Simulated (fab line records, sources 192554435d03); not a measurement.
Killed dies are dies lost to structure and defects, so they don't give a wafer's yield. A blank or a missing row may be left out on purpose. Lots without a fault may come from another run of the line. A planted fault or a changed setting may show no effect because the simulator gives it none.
fab line records | flow n5_finfet
record lots=6 wafers=18 last_day=19
route steps=1938 shown BEOL_M6@1243
lots that met no fault: from a run of the same line without faults
start_h: hours from the record's first day to the start of the lot's first wafer shown | wait_h: hours since the lot's step before | " the same as in the row above | L1.1+2: a row that stands for several wafers | - no value, or no start given | * or withheld: withheld | < > ~ a bound
route shown NAME@n: a module of which the file shows steps, and the number in the route of the first | usual: mean/standard deviation of fault-free wafers | same: alike in all rows | chamber/n: place in a boat | sites: the reading at each site | _std_site: their standard deviation | _edge_site: outer sites' mean less inner sites' | radius_mm: how far each site lies from the wafer's centre | mask NAME#n: copy n | behind: the tool/chamber that last shaped the wafer | hold: why the lot was held/for how many hours/how that ended | device: the transistor (n, p or np) that didn't switch | end of line: the same wafers' tests at the end of the route | a step without rows: its recipe alone | killed: dies lost to structure and defects at the first sort, not the wafer's yield | map: a wafer's dies, x killed, . not, _ none there
set.NAME: the setting as run; set.NAME@STEP: as run at that earlier step | model.NAME: the simulator's own value behind a step, which no gauge read
lots at some steps of the route; a table a step, a row a wafer
services: from which hour (start_h, from the record's first day; less than 0 if before it) a tool's chamber was out of use, for how many hours, and why
## steps
# step N5_BEOL_M6_HM_STRIP_39
# recipe chemistry=peroxide_tin_strip material=TiN target_depth_a=250 temp_c=50 time_s=158
# step N5_BEOL_M6_SRD_40
# recipe time_s=30 temp_c=23 rinse_liquid=diw dry=ipa_marangoni
# step N5_BEOL_M6_PRECLEAN_42
# recipe chemistry=residue_remover time_s=60 temp_c=40
# step N5_BEOL_M6_SRD_43
# recipe time_s=30 temp_c=23 rinse_liquid=diw dry=ipa_marangoni
# step N5_BEOL_M6_CD_MEAS_35
# recipe target_cd_nm=40 target_cd_y_nm=28 polarity=opening
# usual cd_nm=40.3/0.56
# columns lot.wafer tool chamber start_h wait_h cd_nm
L947.1 cd_sem-02 - 213.14 0.0 40.1
L947.2 " - " " 40.3
L947.4 " - " " 39.8
L950.3 cd_sem-02 - 265.45 0.0 40.7
L950.4 " - " " 40.7
L950.5 " - " " 40.8
L960.1 cd_sem-02 - 331.19 0.0 39.8
L960.5 " - " " 39.6
L960.6 " - " " 40.8
L963.3 cd_sem-01 - 332.85 0.0 40.3
L963.5 " - " " 39.9
L963.6 " - " " 40.3
L964.4 cd_sem-02 - 358.63 0.0 40.3
L964.5 " - " " 39.8
L964.6 " - " " 41.4
L967.2 cd_sem-03 - 363.30 0.0 40.7
L967.3 " - " " 40.1
L967.4 " - " " 40.6
# step N5_BEOL_M6_CURE_75
# recipe temp_c=370 time_s=120 ambient=DMADMS/He material=SiCOH_lowk
# step N5_BEOL_M6_DEGAS_44
# recipe ambient=vacuum temp_c=250 time_s=60
# usual heater_power_w=331/47
# columns lot.wafer tool chamber start_h wait_h heater_power_w
L947.1 pvd_sputter-03 - 213.97 0.7 293
L947.2 " - " " 294
L947.4 " - " " 335
L950.3 pvd_sputter-02 - 266.09 0.4 336
L950.4 " - " " 325
L950.5 " - " " 340
L960.1 pvd_sputter-03 - 331.76 0.5 296
L960.5 " - " " 298
L960.6 " - " " 329
L963.3 pvd_sputter-02 - 333.29 0.2 368
L963.5 " - " " 422
L963.6 " - " " 341
L964.4 pvd_sputter-01 - 359.19 0.3 347
L964.5 " - " " 224
L964.6 " - " " 360
L967.2 pvd_sputter-03 - 365.49 2.0 340
L967.3 " - " " 298
L967.4 " - " " 379
# step N5_BEOL_M6_PRE_CLEAN_45
# recipe gas=H2/He time_s=30 temp_c=250
# usual heater_power_w=331/48
# columns lot.wafer tool chamber start_h wait_h heater_power_w
L947.1 pvd_sputter-03 - 214.01 0.0 291
L947.2 " - " " 297
L947.4 " - " " 333
L950.3 pvd_sputter-02 - 266.13 0.0 342
L950.4 " - " " 326
L950.5 " - " " 334
L960.1 pvd_sputter-03 - 331.80 0.0 296
L960.5 " - " " 288
L960.6 " - " " 344
L963.3 pvd_sputter-02 - 333.33 0.0 368
L963.5 " - " " 410
L963.6 " - " " 340
L964.4 pvd_sputter-01 - 359.23 0.0 349
L964.5 " - " " 225
L964.6 " - " " 343
L967.2 pvd_sputter-03 - 365.53 0.0 343
L967.3 " - " " 299
L967.4 " - " " 374
# step N5_BEOL_M6_ALD_77
# recipe material=TaN target_thk_a=20 temp_c=275 ald_precursor_family=PDMAT ald_co_reactant=NH3 pressure_torr=3 carrier_flow_sccm=1500 pulse_time_s=2 purge_time_s=3 co_reactant_purge_time_s=2 co_reactant_pulse_time_s=3 ald_cycles=40 precursor_vessel_temp_c=75 precursor_vessel_pressure_torr=26.25 precursor_vessel_carrier_sccm=1000
# usual heater_power_w=409/37 precursor_vessel_carrier_sccm=999.9/2.7
# columns lot.wafer tool chamber start_h wait_h heater_power_w precursor_vessel_carrier_sccm
L947.1 ald_metal-04 3 214.09 0.1 450 1003.2
L947.2 " 0 " " 393 1002.8
L947.4 " 2 " " 415 1000.5
L950.3 ald_metal-04 3 266.21 0.1 446 999.6
L950.4 " 1 " " 386 1002.2
L950.5 " 1 " " 367 1006.3
L960.1 ald_metal-02 2 331.86 0.0 369 1001.8
L960.5 " 3 " " 372 1001.1
L960.6 " 0 " " 406 1001.4
L963.3 ald_metal-02 0 333.39 0.0 414 1001.0
L963.5 " 1 " " 418 998.6
L963.6 " 0 " " 414 1002.8
L964.4 ald_metal-04 3 359.30 0.1 430 996.9
L964.5 " 3 " " 429 997.7
L964.6 " 0 " " 399 1000.8
L967.2 ald_metal-02 2 365.67 0.1 371 1003.2
L967.3 " 3 " " 371 1001.2
L967.4 " 0 " " 416 994.1
# step N5_BEOL_M6_SURFACE_TREAT_79
# recipe gas=Ar time_s=* ion_energy_ev=* ion_current_ma_cm2=0.5 pressure_mtorr=* ar_flow_sccm=30
# step N5_BEOL_M6_CVD_78
# recipe material=Co target_thk_a=20 temp_c=withheld precursor=CCTBA/H2 pressure_torr=30 time_s=142.3
# step N5_BEOL_M6_SPUTTER_48
# recipe material=Cu target_thk_a=100 temp_c=-20 bias_v=60 power_w=26000 chamber_pressure_pa=0.13 time_s=1.667
# usual chamber_pressure_pa=0.13002/0.00025 throttle_valve_pct=30.7/0.97
# columns lot.wafer tool chamber start_h wait_h chamber_pressure_pa throttle_valve_pct
L947.1 pvd_sputter-03 - 214.91 0.1 0.12976 30.5
L947.2 " - " " 0.12962 31.0
L947.4 " - " " 0.13052 31.6
L950.3 pvd_sputter-02 - 267.03 0.1 0.13001 32.4
L950.4 " - " " 0.13025 31.8
L950.5 " - " " 0.12994 30.1
L960.1 pvd_sputter-03 - 332.60 0.1 0.13037 30.2
L960.5 " - " " 0.13031 30.1
L960.6 " - " " 0.13012 31.0
L963.3 pvd_sputter-01 - 334.14 0.1 0.13007 29.5
L963.5 " - " " 0.13024 29.4
L963.6 " - " " 0.13033 30.5
L964.4 pvd_sputter-03 - 359.84 0.1 0.12965 30.6
L964.5 " - " " 0.13022 30.9
L964.6 " - " " 0.12969 31.4
L967.2 pvd_sputter-03 - 366.17 0.1 0.13058 30.3
L967.3 " - " " 0.13013 30.7
L967.4 " - " " 0.12985 28.7
# step N5_BEOL_M6_ECD_50
# recipe material=Cu target_thk_a=3000
# columns lot.wafer tool chamber start_h wait_h model.Cu_of_BEOL_M6_ECD_50.thk_nm
L947.1 ecd_cu-02 0 215.08 0.1 298.6
L947.2 " 1 " " 303
L947.4 " 0 " " 301.4
L950.3 ecd_cu-01 1 267.17 0.1 298.6
L950.4 " 0 " " 300
L950.5 " 0 " " 299.2
L960.1 ecd_cu-02 0 332.73 0.1 296.4
L960.5 " 1 " " 295
L960.6 " 0 " " 568.4
L963.3 ecd_cu-02 0 334.54 0.4 296.4
L963.5 " 1 " " 301.8
L963.6 " 0 " " 566.8
L964.4 ecd_cu-01 1 361.49 1.6 296.6
L964.5 " 1 " " 294.4
L964.6 " 0 " " 295.6
L967.2 ecd_cu-01 1 366.29 0.1 299.4
L967.3 " 0 " " 304
L967.4 " 1 " " 302.6
# step N5_BEOL_M6_ANNEAL_51
# recipe temp_c=225 time_s=90 ambient=N2
# usual wafer_temp_C_max=226.0/0.3
# columns lot.wafer tool chamber start_h wait_h wafer_temp_C_max
L947.1 rtp_anneal-02 0 217.66 2.6 226.5
L947.2 " 0 " " 226.0
L947.4 " 0 " " 226.0
L950.3 rtp_anneal-02 0 268.03 0.8 226.4
L950.4 " 0 " " 226.2
L950.5 " 0 " " 226.4
L960.1 rtp_anneal-02 0 332.85 0.1 226.1
L960.5 " 0 " " 226.3
L960.6 " 0 " " 226.0
L963.3 rtp_anneal-01 0 334.94 0.4 225.9
L963.5 " 0 " " 225.8
L963.6 " 0 " " 225.6
L964.4 rtp_anneal-02 0 361.80 0.3 226.1
L964.5 " 0 " " 226.1
L964.6 " 0 " " 226.1
L967.2 rtp_anneal-01 0 366.43 0.1 225.9
L967.3 " 0 " " 225.6
L967.4 " 0 " " 226.0
# step N5_BEOL_M6_CMP_52
# recipe stop_on=SiCOH_lowk t_overpolish_s=6.9 down_force_psi=1 platen_rpm=50 clearing_platen_down_force_psi=1.5 clearing_platen_rpm=50 post_cmp_clean=cu_alkaline target_thk_nm=80 clearing_platen_pad_velocity_m_s=0.99484 pad_velocity_m_s=0.99484
# usual motor_current_A=5.8/0.54 platen_rpm=50.00/0.035 retaining_ring_pressure_frac=1.000/0.0044 time_to_endpoint_s=63/3.4
# columns lot.wafer tool chamber start_h wait_h motor_current_A platen_rpm retaining_ring_pressure_frac time_to_endpoint_s
L947.1 cmp-02 1 217.95 0.3 5.1 50.04 1.000 62
L947.2 " 3 " " 6.3 50.00 1.001 63
L947.4 " 0 " " 6.3 50.00 0.999 63
L950.3 cmp-01 0 268.27 0.2 5.3 49.97 0.995 65
L950.4 " 2 " " 5.7 50.01 0.995 64
L950.5 " 3 " " 5.4 50.02 1.004 69
L960.1 cmp-01 3 333.22 0.3 5.3 49.98 0.995 64
L960.5 " 1 " " 6.1 49.99 0.997 58
L960.6 " 2 " " 5.6 50.03 1.003 110
L963.3 cmp-04 0 335.20 0.2 5.2 49.98 1.003 61
L963.6 " 3 " " 6.2 50.05 1.003 114
L963.5 " 0 " " 5.2 49.97 1.004 60
L964.4 cmp-04 1 361.97 0.1 6.4 50.00 1.000 64
L964.5 " 1 " " 6.3 49.98 1.000 63
L964.6 " 2 " " 5.8 49.99 1.003 62
L967.3 cmp-04 0 366.68 0.2 5.0 49.97 1.000 60
L967.2 " 2 " " 5.5 50.01 1.000 57
L967.4 " 3 " " 6.9 49.94 1.000 62
# step N5_BEOL_M6_THK_MEAS_53
# recipe thk_meas_gauge=xrf reads=Cu_of_BEOL_M6_ECD_50
# usual M6_THK=79.0/2.2
# columns lot.wafer tool chamber start_h wait_h M6_THK[nm]
L947.1 film_metro-02 - 218.25 - 77.0
L947.2 " - " " 81.5
L947.4 " - " " 76.7
L950.3 film_metro-02 - 268.53 - 77.8
L950.4 " - " " 78.6
L950.5 " - " " 81.0
L960.1 film_metro-02 - 333.44 - 83.5
L960.5 " - " " 82.7
L960.6 " - " " 78.0
L963.3 film_metro-02 - 335.46 - 76.0
L963.5 " - " " 75.4
L963.6 " - " " 75.9
L964.4 film_metro-01 - 362.26 - 77.2
L964.5 " - " " 76.2
L964.6 " - " " 75.4
L967.2 film_metro-01 - 366.98 - 79.4
L967.3 " - " " 81.1
L967.4 " - " " 78.9
## services
# columns tool chamber start_h hours kind
ecd_cu-01 - 190.03 0.6 repair
cmp-02 - 190.77 2.5 repair
cmp-04 - 204.99 14.7 pm
ecd_cu-01 - 213.46 10.2 repair
cmp-04 - 231.45 1.2 repair
cmp-01 - 237.79 4.5 repair
ecd_cu-01 - 242.75 1.1 repair
pvd_sputter-03 - 256.81 10.5 repair
ald_metal-02 3 260.21 36.9 repair
ald_metal-02 0 261.46 - calibration
cmp-01 - 271.38 4.5 repair
ald_metal-04 - 277.25 0.8 repair
ald_metal-04 0 293.78 - calibration
cmp-01 - 311.58 2.0 repair
ecd_cu-02 - 311.70 2.1 repair
cmp-04 - 313.29 1.4 repair
cmp-01 - 317.92 4.0 pm
cmp-01 - 325.08 1.0 repair
ecd_cu-01 - 332.39 3.8 repair
ald_metal-02 3 335.93 17.4 repair
ald_metal-04 - 337.25 14.0 pm
ald_metal-04 0 337.25 14.0 vent_cycle
cmp-02 - 339.95 0.9 repair
ecd_cu-02 - 350.03 12.8 repair
## key
first_sign step=N5_BEOL_M6_CMP_52 reading=time_to_endpoint_s direction=up sigmas=15 usual=* struck=*
effect none on later readings
model_effect step=N5_BEOL_M6_ECD_50 value=Cu_of_BEOL_M6_ECD_50.thk_nm without=298.2 struck=567.6
met_at N5_BEOL_M6_ECD_50
struck_wafers L960.6,L963.6
onset_between 215.08 332.73
fault kind=process_parameter_drift tool=ecd_cu-02 chamber=- onset_h=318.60 steps=N5_BEOL_M6_ECD_50 channel=target_thk_a offset=* shape=step end_h=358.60 scope=struck_wafers_only acts_in=* stated=*
